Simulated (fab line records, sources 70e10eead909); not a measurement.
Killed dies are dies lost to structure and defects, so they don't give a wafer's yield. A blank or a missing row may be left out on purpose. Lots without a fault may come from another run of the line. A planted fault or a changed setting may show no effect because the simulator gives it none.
Which tool did it? | flow nand_harc | 20 lots, 60 wafers sampled, at 6 steps of a route of 1159

WHAT THE GAUGES READ, wafer by wafer
The record holds no reading of a measuring or inspecting step that can be judged against a usual standard deviation.

WHICH TOOL RAN EACH LOT (tool, then ch and the chambers of the sampled wafers, then the start)
lot  | NHARC_A_STAIRCASE_TRIM_202                    | NHARC_A_STAIRCASE_TRIM_222                    | NHARC_A_STAIRCASE_ETCH_225                    | NHARC_A_STAIRCASE_TRIM_226                    | NHARC_A_STAIRCASE_DESCUM_291       | NHARC_A_STAIRCASE_STRIP_295
L075 | rie_diel-07 ch 2,3, day 11 15:10 or earlier   | rie_diel-02 ch 1,3, day 11 15:10 or earlier   | rie_diel-02 ch 1,2, day 11 15:10 or earlier   | rie_diel-02 ch 1,3, day 11 15:10 or earlier   | rie_diel-02 ch 0,1,3, day 11 15:10 | rie_diel-02 ch 0,1,2, no start
L074 | rie_diel-06 ch 0,3, day 11 23:10 or earlier   | rie_diel-02 ch 1,2,3, day 11 23:10 or earlier | rie_diel-02 ch 1,3, day 11 23:10 or earlier   | rie_diel-02 ch 0,1,3, day 11 23:10 or earlier | rie_diel-07 ch 1,2, day 11 23:10   | rie_diel-07 ch 0,1,2, no start
L078 | rie_diel-06 ch 0,1,2, day 12 02:15 or earlier | rie_diel-07 ch 0,2,3, day 12 02:15 or earlier | rie_diel-07 ch 0,1,2, day 12 02:15 or earlier | rie_diel-07 ch 0,1,2, day 12 02:15 or earlier | rie_diel-07 ch 1,2,3, day 12 02:15 | rie_diel-07 ch 1,2,3, no start
L076 | rie_diel-07 ch 1,3, day 12 03:16 or earlier   | rie_diel-06 ch 0,1, day 12 03:16 or earlier   | rie_diel-06 ch 0,1,2, day 12 03:16 or earlier | rie_diel-06 ch 1,3, day 12 03:16 or earlier   | rie_diel-02 ch 0,1, day 12 03:16   | rie_diel-02 ch 0,1, no start
L077 | rie_diel-07 ch 1,3, day 12 05:50 or earlier   | rie_diel-06 ch 1,3, day 12 05:50 or earlier   | rie_diel-06 ch 0,1,3, day 12 05:50 or earlier | rie_diel-06 ch 1,2, day 12 05:50 or earlier   | rie_diel-02 ch 0,1, day 12 05:50   | rie_diel-02 ch 0,2,3, no start
L079 | rie_diel-02 ch 0,3, day 12 13:08 or earlier   | rie_diel-06 ch 0,1,2, day 12 13:08 or earlier | rie_diel-06 ch 1,2,3, day 12 13:08 or earlier | rie_diel-06 ch 0,2,3, day 12 13:08 or earlier | rie_diel-02 ch 0,1, day 12 13:08   | rie_diel-02 ch 1,2,3, no start
L081 | rie_diel-02 ch 0,2, day 13 03:05 or earlier   | rie_diel-07 ch 1,3, day 13 03:05 or earlier   | rie_diel-07 ch 1,2,3, day 13 03:05 or earlier | rie_diel-07 ch 1,2,3, day 13 03:05 or earlier | rie_diel-02 ch 0,1,2, day 13 03:05 | rie_diel-02 ch 0,1, no start
L080 | rie_diel-06 ch 0,2,3, day 13 01:02 or earlier | rie_diel-06 ch 0,1, day 13 01:02 or earlier   | rie_diel-06 ch 1,3, day 13 01:02 or earlier   | rie_diel-06 ch 1,2,3, day 13 01:02 or earlier | rie_diel-06 ch 1,2, day 13 01:02   | rie_diel-06 ch 1,2, no start
L083 | rie_diel-06 ch 2,3, day 13 20:21 or earlier   | rie_diel-07 ch 1,2,3, day 13 20:21 or earlier | rie_diel-07 ch 0,1,2, day 13 20:21 or earlier | rie_diel-07 ch 0,1, day 13 20:21 or earlier   | rie_diel-02 ch 2,3, day 13 20:21   | rie_diel-02 ch 1,2,3, no start
L084 | rie_diel-06 ch 0,2,3, day 13 23:52 or earlier | rie_diel-07 ch 0,1, day 13 23:52 or earlier   | rie_diel-07 ch 0,2,3, day 13 23:52 or earlier | rie_diel-07 ch 1,2,3, day 13 23:52 or earlier | rie_diel-07 ch 0,1,3, day 13 23:52 | rie_diel-07 ch 0,1,2, no start
L087 | rie_diel-07 ch 2,3, day 14 16:43 or earlier   | rie_diel-06 ch 1,2,3, day 14 16:43 or earlier | rie_diel-06 ch 0,1,2, day 14 16:43 or earlier | rie_diel-06 ch 0,1,3, day 14 16:43 or earlier | rie_diel-06 ch 0,1,3, day 14 16:43 | rie_diel-06 ch 0,1,3, no start
L086 | rie_diel-06 ch 0,1,2, day 14 19:11 or earlier | rie_diel-07 ch 0,2,3, day 14 19:11 or earlier | rie_diel-07 ch 2,3, day 14 19:11 or earlier   | rie_diel-07 ch 0,2, day 14 19:11 or earlier   | rie_diel-06 ch 1,2,3, day 14 19:11 | rie_diel-06 ch 1,2,3, no start
L085 | rie_diel-02 ch 1,3, day 14 22:58 or earlier   | rie_diel-06 ch 1,2,3, day 14 22:58 or earlier | rie_diel-06 ch 0,2,3, day 14 22:58 or earlier | rie_diel-06 ch 0,2,3, day 14 22:58 or earlier | rie_diel-06 ch 1,2,3, day 14 22:58 | rie_diel-06 ch 1,3, no start
L088 | rie_diel-06 ch 0,1,3, day 15 07:20 or earlier | rie_diel-07 ch 2,3, day 15 07:20 or earlier   | rie_diel-07 ch 0,3, day 15 07:20 or earlier   | rie_diel-07 ch 0,2, day 15 07:20 or earlier   | rie_diel-06 ch 1,2,3, day 15 07:20 | rie_diel-06 ch 1,2,3, no start
L090 | rie_diel-07 ch 0,1,2, day 15 10:59 or earlier | rie_diel-07 ch 0,2,3, day 15 10:59 or earlier | rie_diel-07 ch 0,1,3, day 15 10:59 or earlier | rie_diel-07 ch 0,1,3, day 15 10:59 or earlier | rie_diel-02 ch 1,2,3, day 15 10:59 | rie_diel-02 ch 1,2,3, no start
L091 | rie_diel-06 ch 0,1,2, day 15 11:48 or earlier | rie_diel-02 ch 0,1,2, day 15 11:48 or earlier | rie_diel-02 ch 0,1,3, day 15 11:48 or earlier | rie_diel-02 ch 0,1,3, day 15 11:48 or earlier | rie_diel-06 ch 0,2,3, day 15 11:48 | rie_diel-06 ch 0,2,3, no start
L092 | rie_diel-06 ch 0,2,3, day 16 00:26 or earlier | rie_diel-07 ch 2,3, day 16 00:26 or earlier   | rie_diel-07 ch 0,1,2, day 16 00:26 or earlier | rie_diel-07 ch 0,2, day 16 00:26 or earlier   | rie_diel-02 ch 2,3, day 16 00:26   | rie_diel-02 ch 0,2,3, no start
L095 | rie_diel-02 ch 0,1,2, day 16 15:59 or earlier | rie_diel-02 ch 0,2,3, day 16 15:59 or earlier | rie_diel-02 ch 0,1,3, day 16 15:59 or earlier | rie_diel-02 ch 0,2,3, day 16 15:59 or earlier | rie_diel-02 ch 0,2,3, day 16 15:59 | rie_diel-02 ch 0,1,2, no start
L096 | rie_diel-02 ch 0,1,3, day 16 17:59 or earlier | rie_diel-02 ch 0,1,2, day 16 17:59 or earlier | rie_diel-02 ch 0,1,2, day 16 17:59 or earlier | rie_diel-02 ch 0,1,3, day 16 17:59 or earlier | rie_diel-07 ch 1,2,3, day 16 17:59 | rie_diel-07 ch 1,2,3, no start
L094 | rie_diel-07 ch 0,1,2, day 16 20:21 or earlier | rie_diel-06 ch 0,3, day 16 20:21 or earlier   | rie_diel-06 ch 0,1,3, day 16 20:21 or earlier | rie_diel-06 ch 0,3, day 16 20:21 or earlier   | rie_diel-07 ch 1,3, day 16 20:21   | rie_diel-07 ch 1,3, no start
- NHARC_A_STAIRCASE_TRIM_202: chemistry O2, time 211.2 s.
- NHARC_A_STAIRCASE_TRIM_222: chemistry O2, time 211.2 s.
- NHARC_A_STAIRCASE_ETCH_225: etches the open film in C4F8/O2, target depth 100 nm, time 40.5 s.
- NHARC_A_STAIRCASE_TRIM_226: chemistry O2, time 211.2 s.
- NHARC_A_STAIRCASE_DESCUM_291: chemistry O2, time 3 s.
- NHARC_A_STAIRCASE_STRIP_295: strips in O2.

WHAT THE TOOLS THEMSELVES READ (means of the sampled wafers that have a number; where no wafer has one, the mark that the record gives instead)
NHARC_A_STAIRCASE_TRIM_202.
lot  | tool        | drypump_motor_current_A (A) | mfc_ar_sccm (sccm) | oes_product_au (a.u.) | rf_vpp_V (V) | showerhead_plenum_p_Torr (Torr) | throttle_valve_pct (%)
L075 | rie_diel-07 | 5.6                         | 0.003              | 0.990                 | 58.7         | 3.60                            | 17.043
L074 | rie_diel-06 | 4.9                         | 0.030              | 1.002                 | 58.0         | 3.75                            | 17.037
L078 | rie_diel-06 | 5.2                         | 0.013              | 1.002                 | 57.7         | 3.68                            | 17.044
L076 | rie_diel-07 | 5.5                         | 0.006              | 1.001                 | 58.6         | 3.55                            | 17.040
L077 | rie_diel-07 | 5.5                         | 0.006              | 1.006                 | 57.4         | 3.55                            | 17.039
L079 | rie_diel-02 | 6.0                         | 0.000              | 0.998                 | 58.3         | 3.56                            | 17.037
L081 | rie_diel-02 | 5.4                         | 0.000              | 0.998                 | 58.5         | 3.66                            | 17.039
L080 | rie_diel-06 | 5.0                         | 0.019              | 1.001                 | 57.7         | 3.75                            | 17.041
L083 | rie_diel-06 | 5.0                         | 0.022              | 1.001                 | 58.0         | 3.76                            | 17.032
L084 | rie_diel-06 | 5.0                         | 0.019              | 0.998                 | 58.2         | 3.74                            | 17.033
L087 | rie_diel-07 | 5.6                         | 0.003              | 0.994                 | 57.9         | 3.59                            | 17.042
L086 | rie_diel-06 | 5.2                         | 0.013              | 1.000                 | 57.5         | 3.67                            | 17.042
L085 | rie_diel-02 | 5.9                         | 0.008              | 0.987                 | 58.1         | 3.53                            | 17.045
L088 | rie_diel-06 | 5.0                         | 0.024              | 0.999                 | 58.6         | 3.67                            | 17.030
L090 | rie_diel-07 | 5.7                         | 0.015              | 0.997                 | 58.0         | 3.60                            | 17.030
L091 | rie_diel-06 | 5.2                         | 0.013              | 1.004                 | 58.1         | 3.67                            | 17.041
L092 | rie_diel-06 | 5.0                         | 0.019              | 1.007                 | 58.0         | 3.73                            | 17.035
L095 | rie_diel-02 | 5.5                         | 0.008              | 1.001                 | 58.4         | 3.50                            | 17.037
L096 | rie_diel-02 | 5.8                         | 0.008              | 1.004                 | 57.8         | 3.45                            | 17.042
L094 | rie_diel-07 | 5.6                         | 0.015              | 0.997                 | 58.2         | 3.60                            | 17.031

NHARC_A_STAIRCASE_TRIM_222.
lot  | tool        | drypump_motor_current_A (A) | mfc_ar_sccm (sccm) | oes_product_au (a.u.) | rf_vpp_V (V) | showerhead_plenum_p_Torr (Torr) | throttle_valve_pct (%)
L075 | rie_diel-02 | 5.9                         | 0.008              | 0.999                 | 58.5         | 3.55                            | 17.042
L074 | rie_diel-02 | 5.6                         | 0.008              | 1.000                 | 58.6         | 3.60                            | 17.031
L078 | rie_diel-07 | 5.6                         | 0.009              | 1.008                 | 57.4         | 3.61                            | 17.035
L076 | rie_diel-06 | 5.1                         | 0.021              | 1.010                 | 58.1         | 3.66                            | 17.046
L077 | rie_diel-06 | 4.9                         | 0.027              | 0.998                 | 58.2         | 3.70                            | 17.032
L079 | rie_diel-06 | 5.2                         | 0.013              | 1.008                 | 57.8         | 3.68                            | 17.025
L081 | rie_diel-07 | 5.6                         | 0.012              | 0.999                 | 57.2         | 3.55                            | 17.034
L080 | rie_diel-06 | 5.1                         | 0.021              | 1.000                 | 58.8         | 3.66                            | 17.040
L083 | rie_diel-07 | 5.6                         | 0.008              | 1.001                 | 57.7         | 3.57                            | 17.038
L084 | rie_diel-07 | 5.6                         | 0.019              | 0.999                 | 58.1         | 3.58                            | 17.030
L087 | rie_diel-06 | 5.1                         | 0.016              | 1.005                 | 57.2         | 3.69                            | 17.033
L086 | rie_diel-07 | 5.6                         | 0.009              | 0.996                 | 58.1         | 3.60                            | 17.037
L085 | rie_diel-06 | 5.1                         | 0.016              | 1.000                 | 58.4         | 3.69                            | 17.042
L088 | rie_diel-07 | 5.5                         | 0.002              | 0.995                 | 57.0         | 3.56                            | 17.038
L090 | rie_diel-07 | 5.6                         | 0.009              | 0.999                 | 58.7         | 3.59                            | 17.046
L091 | rie_diel-02 | 5.5                         | 0.008              | 0.996                 | 57.0         | 3.50                            | 17.035
L092 | rie_diel-07 | 5.5                         | 0.002              | 1.011                 | 57.9         | 3.55                            | 17.045
L095 | rie_diel-02 | 5.7                         | 0.000              | 1.002                 | 58.1         | 3.59                            | 17.037
L096 | rie_diel-02 | 5.5                         | 0.008              | 0.998                 | 57.5         | 3.50                            | 17.032
L094 | rie_diel-06 | 4.9                         | 0.027              | 0.999                 | 57.9         | 3.71                            | 17.036

NHARC_A_STAIRCASE_ETCH_225.
lot  | tool        | oes_product_au (a.u.) | rf_vpp_V (V)
L075 | rie_diel-02 | 0.944                 | 900
L074 | rie_diel-02 | 0.942                 | 897
L078 | rie_diel-07 | 0.938                 | 899
L076 | rie_diel-06 | 0.941                 | 902
L077 | rie_diel-06 | 0.935                 | 902
L079 | rie_diel-06 | 0.953                 | 901
L081 | rie_diel-07 | 0.936                 | 898
L080 | rie_diel-06 | 0.942                 | 902
L083 | rie_diel-07 | 0.943                 | 898
L084 | rie_diel-07 | 0.945                 | 898
L087 | rie_diel-06 | 0.948                 | 901
L086 | rie_diel-07 | 0.941                 | 898
L085 | rie_diel-06 | 0.949                 | 903
L088 | rie_diel-07 | 0.933                 | 899
L090 | rie_diel-07 | 0.947                 | 897
L091 | rie_diel-02 | 0.945                 | 894
L092 | rie_diel-07 | 0.947                 | 899
L095 | rie_diel-02 | 0.945                 | 893
L096 | rie_diel-02 | 0.949                 | 895
L094 | rie_diel-06 | 0.948                 | 902

NHARC_A_STAIRCASE_TRIM_226.
lot  | tool        | drypump_motor_current_A (A) | mfc_ar_sccm (sccm) | oes_product_au (a.u.) | rf_vpp_V (V) | showerhead_plenum_p_Torr (Torr) | throttle_valve_pct (%)
L075 | rie_diel-02 | 5.9                         | 0.008              | 0.995                 | 58.5         | 3.55                            | 17.031
L074 | rie_diel-02 | 5.8                         | 0.008              | 1.000                 | 57.7         | 3.47                            | 17.039
L078 | rie_diel-07 | 5.6                         | 0.015              | 1.001                 | 57.6         | 3.62                            | 17.039
L076 | rie_diel-06 | 4.9                         | 0.027              | 1.004                 | 59.2         | 3.70                            | 17.029
L077 | rie_diel-06 | 5.3                         | 0.010              | 1.009                 | 58.6         | 3.63                            | 17.038
L079 | rie_diel-06 | 5.0                         | 0.019              | 0.997                 | 58.7         | 3.75                            | 17.036
L081 | rie_diel-07 | 5.6                         | 0.008              | 1.001                 | 57.6         | 3.57                            | 17.031
L080 | rie_diel-06 | 5.1                         | 0.016              | 1.007                 | 58.0         | 3.70                            | 17.039
L083 | rie_diel-07 | 5.7                         | 0.021              | 1.003                 | 57.8         | 3.62                            | 17.039
L084 | rie_diel-07 | 5.6                         | 0.008              | 0.995                 | 57.3         | 3.57                            | 17.039
L087 | rie_diel-06 | 5.0                         | 0.024              | 1.000                 | 58.4         | 3.67                            | 17.033
L086 | rie_diel-07 | 5.6                         | 0.011              | 0.996                 | 58.4         | 3.63                            | 17.040
L085 | rie_diel-06 | 5.0                         | 0.019              | 1.004                 | 58.5         | 3.74                            | 17.025
L088 | rie_diel-07 | 5.6                         | 0.011              | 1.010                 | 58.1         | 3.62                            | 17.037
L090 | rie_diel-07 | 5.6                         | 0.013              | 1.000                 | 58.4         | 3.57                            | 17.039
L091 | rie_diel-02 | 5.8                         | 0.008              | 1.001                 | 57.4         | 3.45                            | 17.039
L092 | rie_diel-07 | 5.6                         | 0.011              | 1.003                 | 58.8         | 3.62                            | 17.031
L095 | rie_diel-02 | 5.7                         | 0.000              | 1.006                 | 57.6         | 3.59                            | 17.040
L096 | rie_diel-02 | 5.8                         | 0.008              | 1.006                 | 58.1         | 3.45                            | 17.037
L094 | rie_diel-06 | 4.9                         | 0.027              | 0.995                 | 57.9         | 3.71                            | 17.038

NHARC_A_STAIRCASE_DESCUM_291.
lot  | tool        | drypump_motor_current_A (A) | mfc_ar_sccm (sccm) | oes_product_au (a.u.) | rf_vpp_V (V) | showerhead_plenum_p_Torr (Torr) | throttle_valve_pct (%)
L075 | rie_diel-02 | 5.8                         | 0.008              | 0.998                 | 57.1         | 1.88                            | 11.310
L074 | rie_diel-07 | 5.6                         | 0.014              | 0.997                 | 57.5         | 1.94                            | 11.317
L078 | rie_diel-07 | 5.6                         | 0.008              | 1.003                 | 56.7         | 1.94                            | 11.308
L076 | rie_diel-02 | 5.7                         | 0.008              | 1.005                 | 58.0         | 1.84                            | 11.304
L077 | rie_diel-02 | 5.7                         | 0.008              | 0.997                 | 56.7         | 1.84                            | 11.313
L079 | rie_diel-02 | 5.7                         | 0.008              | 1.003                 | 57.4         | 1.83                            | 11.318
L081 | rie_diel-02 | 5.5                         | 0.008              | 1.000                 | 57.2         | 1.90                            | 11.314
L080 | rie_diel-06 | 5.3                         | 0.010              | 1.005                 | 58.0         | 1.97                            | 11.307
L083 | rie_diel-02 | 5.8                         | 0.000              | 1.005                 | 57.6         | 2.00                            | 11.321
L084 | rie_diel-07 | 5.6                         | 0.013              | 0.994                 | 58.7         | 1.94                            | 11.322
L087 | rie_diel-06 | 4.9                         | 0.024              | 0.997                 | 58.3         | 2.00                            | 11.310
L086 | rie_diel-06 | 5.1                         | 0.016              | 0.999                 | 58.0         | 2.01                            | 11.316
L085 | rie_diel-06 | 5.1                         | 0.016              | 1.001                 | 59.0         | 2.00                            | 11.308
L088 | rie_diel-06 | 5.1                         | 0.016              | 1.001                 | 58.3         | 2.00                            | 11.307
L090 | rie_diel-02 | 5.6                         | 0.008              | 0.999                 | 57.1         | 1.94                            | 11.310
L091 | rie_diel-06 | 5.0                         | 0.019              | 1.003                 | 58.8         | 2.03                            | 11.318
L092 | rie_diel-02 | 5.8                         | 0.000              | 0.993                 | 58.7         | 2.00                            | 11.313
L095 | rie_diel-02 | 5.7                         | 0.000              | 1.002                 | 57.3         | 1.95                            | 11.309
L096 | rie_diel-07 | 5.6                         | 0.008              | 1.003                 | 57.8         | 1.93                            | 11.308
L094 | rie_diel-07 | 5.5                         | 0.006              | 0.999                 | 56.9         | 1.91                            | 11.303

NHARC_A_STAIRCASE_STRIP_295.
lot  | tool        | drypump_motor_current_A (A) | mfc_ar_sccm (sccm) | oes_product_au (a.u.) | rf_vpp_V (V) | showerhead_plenum_p_Torr (Torr) | throttle_valve_pct (%)
L075 | rie_diel-02 | 5.5                         | 0.008              | 1.001                 | 57.8         | 3.52                            | 17.037
L074 | rie_diel-07 | 5.6                         | 0.015              | 0.994                 | 58.3         | 3.62                            | 17.029
L078 | rie_diel-07 | 5.6                         | 0.008              | 1.000                 | 58.6         | 3.58                            | 17.034
L076 | rie_diel-02 | 5.8                         | 0.008              | 1.002                 | 57.4         | 3.39                            | 17.040
L077 | rie_diel-02 | 5.7                         | 0.000              | 0.997                 | 58.3         | 3.61                            | 17.031
L079 | rie_diel-02 | 5.6                         | 0.008              | 1.005                 | 57.8         | 3.59                            | 17.029
L081 | rie_diel-02 | 5.6                         | 0.015              | 1.002                 | 57.3         | 3.37                            | 17.032
L080 | rie_diel-06 | 5.3                         | 0.010              | 1.008                 | 57.8         | 3.63                            | 17.035
L083 | rie_diel-02 | 5.6                         | 0.008              | 1.007                 | 58.0         | 3.59                            | 17.041
L084 | rie_diel-07 | 5.6                         | 0.015              | 0.993                 | 58.1         | 3.61                            | 17.040
L087 | rie_diel-06 | 5.0                         | 0.024              | 1.003                 | 57.5         | 3.67                            | 17.038
L086 | rie_diel-06 | 5.1                         | 0.016              | 1.007                 | 58.3         | 3.69                            | 17.043
L085 | rie_diel-06 | 5.0                         | 0.027              | 1.002                 | 59.2         | 3.68                            | 17.038
L088 | rie_diel-06 | 5.1                         | 0.016              | 1.011                 | 58.4         | 3.68                            | 17.035
L090 | rie_diel-02 | 5.6                         | 0.008              | 1.002                 | 57.9         | 3.58                            | 17.037
L091 | rie_diel-06 | 5.0                         | 0.019              | 1.004                 | 57.6         | 3.73                            | 17.028
L092 | rie_diel-02 | 5.7                         | 0.000              | 0.993                 | 58.5         | 3.60                            | 17.039
L095 | rie_diel-02 | 5.5                         | 0.008              | 1.001                 | 57.2         | 3.50                            | 17.038
L096 | rie_diel-07 | 5.6                         | 0.008              | 1.003                 | 58.6         | 3.55                            | 17.044
L094 | rie_diel-07 | 5.5                         | 0.006              | 1.004                 | 57.9         | 3.53                            | 17.035

THE ANSWER, worked out from the rows above alone
Rule: what is usual is taken from the lots themselves. Put in order of their means at a reading, lots are off if they are a third of the lots or fewer, leave a main group of 4 or more, and stand apart from it by a gap of 3 or more times the standard deviation of the main group's means; of several such gaps the widest counts. A main group whose means are all the same, to the digits that the tables above print for the reading, isn't used. A lot without any number at a reading at which 4 lots or more have one is off too. The other lots that the step has rows for count as sound. The gauges are gone through in route order, then the tools' own readings, and for those a lot's mean is taken as printed above. The first step at which some lot is off is used, and at that step the reading that is off furthest; a lot without a number counts as furthest.
No lot is off at any reading shown: from this, nothing can be told.

WHAT THE SIMULATOR HAD PUT IN
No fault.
